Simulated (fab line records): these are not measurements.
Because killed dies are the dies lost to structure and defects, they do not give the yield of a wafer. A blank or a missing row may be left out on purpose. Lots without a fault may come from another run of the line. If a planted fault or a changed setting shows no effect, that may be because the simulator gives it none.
Chamber matching || flow nand_harc || rie_diel-05 running NHARC_A_CONTACT_DESCUM_74: 4 sister chambers
The step chemistry O2, time 3 s. 36 wafers are shown with their chamber, then 12 later ones without.

WAFERS WITH THEIR CHAMBER
{"wafer": "L075.1", "chamber": 2, "drypump_motor_current_A (A)": 5.71, "showerhead_plenum_p_Torr (Torr)": 1.77, "oes_product_au (a.u.)": 0.995}
{"wafer": "L075.5", "chamber": 3, "drypump_motor_current_A (A)": 5.68, "showerhead_plenum_p_Torr (Torr)": 1.80, "oes_product_au (a.u.)": 0.983}
{"wafer": "L075.6", "chamber": 2, "drypump_motor_current_A (A)": 5.72, "showerhead_plenum_p_Torr (Torr)": 1.77, "oes_product_au (a.u.)": 1.003}
{"wafer": "L077.1", "chamber": 3, "drypump_motor_current_A (A)": 5.66, "showerhead_plenum_p_Torr (Torr)": 1.80, "oes_product_au (a.u.)": 0.993}
{"wafer": "L077.2", "chamber": 0, "drypump_motor_current_A (A)": 5.50, "showerhead_plenum_p_Torr (Torr)": 1.91, "oes_product_au (a.u.)": 1.005}
{"wafer": "L077.3", "chamber": 2, "drypump_motor_current_A (A)": 5.74, "showerhead_plenum_p_Torr (Torr)": 1.76, "oes_product_au (a.u.)": 1.003}
{"wafer": "L077.4", "chamber": 1, "drypump_motor_current_A (A)": 5.41, "showerhead_plenum_p_Torr (Torr)": 1.98, "oes_product_au (a.u.)": 0.991}
{"wafer": "L077.5", "chamber": 1, "drypump_motor_current_A (A)": 5.44, "showerhead_plenum_p_Torr (Torr)": 1.98, "oes_product_au (a.u.)": 0.989}
{"wafer": "L077.6", "chamber": 2, "drypump_motor_current_A (A)": 5.71, "showerhead_plenum_p_Torr (Torr)": 1.76, "oes_product_au (a.u.)": 1.010}
{"wafer": "L079.2", "chamber": 2, "drypump_motor_current_A (A)": 5.70, "showerhead_plenum_p_Torr (Torr)": 1.76, "oes_product_au (a.u.)": 1.005}
{"wafer": "L079.4", "chamber": 3, "drypump_motor_current_A (A)": 5.65, "showerhead_plenum_p_Torr (Torr)": 1.80, "oes_product_au (a.u.)": 0.997}
{"wafer": "L079.6", "chamber": 3, "drypump_motor_current_A (A)": 5.64, "showerhead_plenum_p_Torr (Torr)": 1.80, "oes_product_au (a.u.)": 0.993}
{"wafer": "L079.1", "chamber": 0, "drypump_motor_current_A (A)": 5.49, "showerhead_plenum_p_Torr (Torr)": 1.91, "oes_product_au (a.u.)": 1.001}
{"wafer": "L079.3", "chamber": 1, "drypump_motor_current_A (A)": 5.43, "showerhead_plenum_p_Torr (Torr)": 1.98, "oes_product_au (a.u.)": 0.975}
{"wafer": "L079.5", "chamber": 0, "drypump_motor_current_A (A)": 5.47, "showerhead_plenum_p_Torr (Torr)": 1.90, "oes_product_au (a.u.)": 1.003}
{"wafer": "L080.2", "chamber": 2, "drypump_motor_current_A (A)": 5.69, "showerhead_plenum_p_Torr (Torr)": 1.76, "oes_product_au (a.u.)": 1.001}
{"wafer": "L080.3", "chamber": 0, "drypump_motor_current_A (A)": 5.55, "showerhead_plenum_p_Torr (Torr)": 1.90, "oes_product_au (a.u.)": 0.997}
{"wafer": "L080.6", "chamber": 3, "drypump_motor_current_A (A)": 5.66, "showerhead_plenum_p_Torr (Torr)": 1.80, "oes_product_au (a.u.)": 1.002}
{"wafer": "L085.3", "chamber": 2, "drypump_motor_current_A (A)": 5.72, "showerhead_plenum_p_Torr (Torr)": 2.08, "oes_product_au (a.u.)": 1.016}
{"wafer": "L085.5", "chamber": 2, "drypump_motor_current_A (A)": 5.70, "showerhead_plenum_p_Torr (Torr)": 2.08, "oes_product_au (a.u.)": 1.005}
{"wafer": "L085.6", "chamber": 1, "drypump_motor_current_A (A)": 5.44, "showerhead_plenum_p_Torr (Torr)": 1.98, "oes_product_au (a.u.)": 0.987}
{"wafer": "L087.1", "chamber": 0, "drypump_motor_current_A (A)": 5.50, "showerhead_plenum_p_Torr (Torr)": 1.90, "oes_product_au (a.u.)": 1.012}
{"wafer": "L087.5", "chamber": 0, "drypump_motor_current_A (A)": 5.49, "showerhead_plenum_p_Torr (Torr)": 1.90, "oes_product_au (a.u.)": 0.993}
{"wafer": "L087.6", "chamber": 3, "drypump_motor_current_A (A)": 5.64, "showerhead_plenum_p_Torr (Torr)": 1.80, "oes_product_au (a.u.)": 0.987}
{"wafer": "L086.2", "chamber": 1, "drypump_motor_current_A (A)": 5.44, "showerhead_plenum_p_Torr (Torr)": 1.98, "oes_product_au (a.u.)": 1.003}
{"wafer": "L086.5", "chamber": 1, "drypump_motor_current_A (A)": 5.43, "showerhead_plenum_p_Torr (Torr)": 1.98, "oes_product_au (a.u.)": 1.008}
{"wafer": "L086.6", "chamber": 0, "drypump_motor_current_A (A)": 5.48, "showerhead_plenum_p_Torr (Torr)": 1.90, "oes_product_au (a.u.)": 1.011}
{"wafer": "L091.1", "chamber": 0, "drypump_motor_current_A (A)": 5.48, "showerhead_plenum_p_Torr (Torr)": 1.90, "oes_product_au (a.u.)": 0.989}
{"wafer": "L091.3", "chamber": 2, "drypump_motor_current_A (A)": 5.69, "showerhead_plenum_p_Torr (Torr)": 2.07, "oes_product_au (a.u.)": 1.003}
{"wafer": "L091.5", "chamber": 1, "drypump_motor_current_A (A)": 5.42, "showerhead_plenum_p_Torr (Torr)": 1.97, "oes_product_au (a.u.)": 0.992}
{"wafer": "L089.1", "chamber": 1, "drypump_motor_current_A (A)": 5.42, "showerhead_plenum_p_Torr (Torr)": 1.97, "oes_product_au (a.u.)": 0.998}
{"wafer": "L089.3", "chamber": 0, "drypump_motor_current_A (A)": 5.47, "showerhead_plenum_p_Torr (Torr)": 1.90, "oes_product_au (a.u.)": 1.000}
{"wafer": "L089.5", "chamber": 0, "drypump_motor_current_A (A)": 5.51, "showerhead_plenum_p_Torr (Torr)": 1.90, "oes_product_au (a.u.)": 0.991}
{"wafer": "L092.2", "chamber": 1, "drypump_motor_current_A (A)": 5.42, "showerhead_plenum_p_Torr (Torr)": 1.97, "oes_product_au (a.u.)": 0.997}
{"wafer": "L092.3", "chamber": 2, "drypump_motor_current_A (A)": 5.74, "showerhead_plenum_p_Torr (Torr)": 2.07, "oes_product_au (a.u.)": 1.002}
{"wafer": "L092.4", "chamber": 0, "drypump_motor_current_A (A)": 5.48, "showerhead_plenum_p_Torr (Torr)": 1.90, "oes_product_au (a.u.)": 1.005}

SIGNATURES, as means of the wafers listed above
{"reading": "drypump_motor_current_A", "chamber 0": 5.4927, "chamber 1": 5.4278, "chamber 2": 5.7120, "chamber 3": 5.6550, "scatter within a chamber": 0.0179}
{"reading": "showerhead_plenum_p_Torr", "chamber 0": 1.9018, "chamber 1": 1.9767, "chamber 2": 1.8880, "chamber 3": 1.8000, "scatter within a chamber": 0.0855}
{"reading": "oes_product_au", "chamber 0": 1.00064, "chamber 1": 0.99333, "chamber 2": 1.00430, "chamber 3": 0.99250, "scatter within a chamber": 0.00757}
Rule: a wafer lies at a distance from a chamber equal to the root of the sum of squares, over the readings, of (its reading less the chamber's mean, divided by the reading's scatter). The wafer belongs to the nearest chamber; if the next one is less than 2 further off, it can't be placed. The scatter is the square root of a quotient: the sum, over the shown wafers, of each reading's squared deviation from its chamber's mean, divided by wafers minus chambers.

WAFERS WITHOUT THEIR CHAMBER
{"wafer": "L093.2", "drypump_motor_current_A (A)": 5.51, "showerhead_plenum_p_Torr (Torr)": 1.90, "oes_product_au (a.u.)": 1.003}
{"wafer": "L093.5", "drypump_motor_current_A (A)": 5.54, "showerhead_plenum_p_Torr (Torr)": 1.90, "oes_product_au (a.u.)": 1.001}
{"wafer": "L093.6", "drypump_motor_current_A (A)": 5.66, "showerhead_plenum_p_Torr (Torr)": 1.79, "oes_product_au (a.u.)": 1.001}
{"wafer": "L094.1", "drypump_motor_current_A (A)": 5.71, "showerhead_plenum_p_Torr (Torr)": 2.07, "oes_product_au (a.u.)": 1.006}
{"wafer": "L094.3", "drypump_motor_current_A (A)": 5.64, "showerhead_plenum_p_Torr (Torr)": 1.79, "oes_product_au (a.u.)": 0.992}
{"wafer": "L094.6", "drypump_motor_current_A (A)": 5.67, "showerhead_plenum_p_Torr (Torr)": 1.79, "oes_product_au (a.u.)": 1.000}
{"wafer": "L094.2", "drypump_motor_current_A (A)": 5.49, "showerhead_plenum_p_Torr (Torr)": 1.90, "oes_product_au (a.u.)": 1.012}
{"wafer": "L094.4", "drypump_motor_current_A (A)": 5.43, "showerhead_plenum_p_Torr (Torr)": 1.97, "oes_product_au (a.u.)": 0.990}
{"wafer": "L094.5", "drypump_motor_current_A (A)": 5.50, "showerhead_plenum_p_Torr (Torr)": 1.90, "oes_product_au (a.u.)": 0.995}
{"wafer": "L097.1", "drypump_motor_current_A (A)": 5.52, "showerhead_plenum_p_Torr (Torr)": 1.89, "oes_product_au (a.u.)": 0.995}
{"wafer": "L097.2", "drypump_motor_current_A (A)": 5.42, "showerhead_plenum_p_Torr (Torr)": 1.97, "oes_product_au (a.u.)": 0.991}
{"wafer": "L097.3", "drypump_motor_current_A (A)": 5.65, "showerhead_plenum_p_Torr (Torr)": 1.79, "oes_product_au (a.u.)": 1.005}

CHAMBER TAKEN BY EACH
{"wafer": "L093.2", "from the rows above": 0, "in truth": 0}
{"wafer": "L093.5", "from the rows above": 0, "in truth": 0}
{"wafer": "L093.6", "from the rows above": "can't be placed: 3 or 2", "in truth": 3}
{"wafer": "L094.1", "from the rows above": 2, "in truth": 2}
{"wafer": "L094.3", "from the rows above": 3, "in truth": 3}
{"wafer": "L094.6", "from the rows above": "can't be placed: 3 or 2", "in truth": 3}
{"wafer": "L094.2", "from the rows above": 0, "in truth": 0}
{"wafer": "L094.4", "from the rows above": 1, "in truth": 1}
{"wafer": "L094.5", "from the rows above": 0, "in truth": 0}
{"wafer": "L097.1", "from the rows above": 0, "in truth": 0}
{"wafer": "L097.2", "from the rows above": 1, "in truth": 1}
{"wafer": "L097.3", "from the rows above": "can't be placed: 3 or 2", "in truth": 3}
9 of 12 placed correctly. Not placeable from these rows: 3 (in 3, the candidates include the true chamber). Placed wrongly: 0.
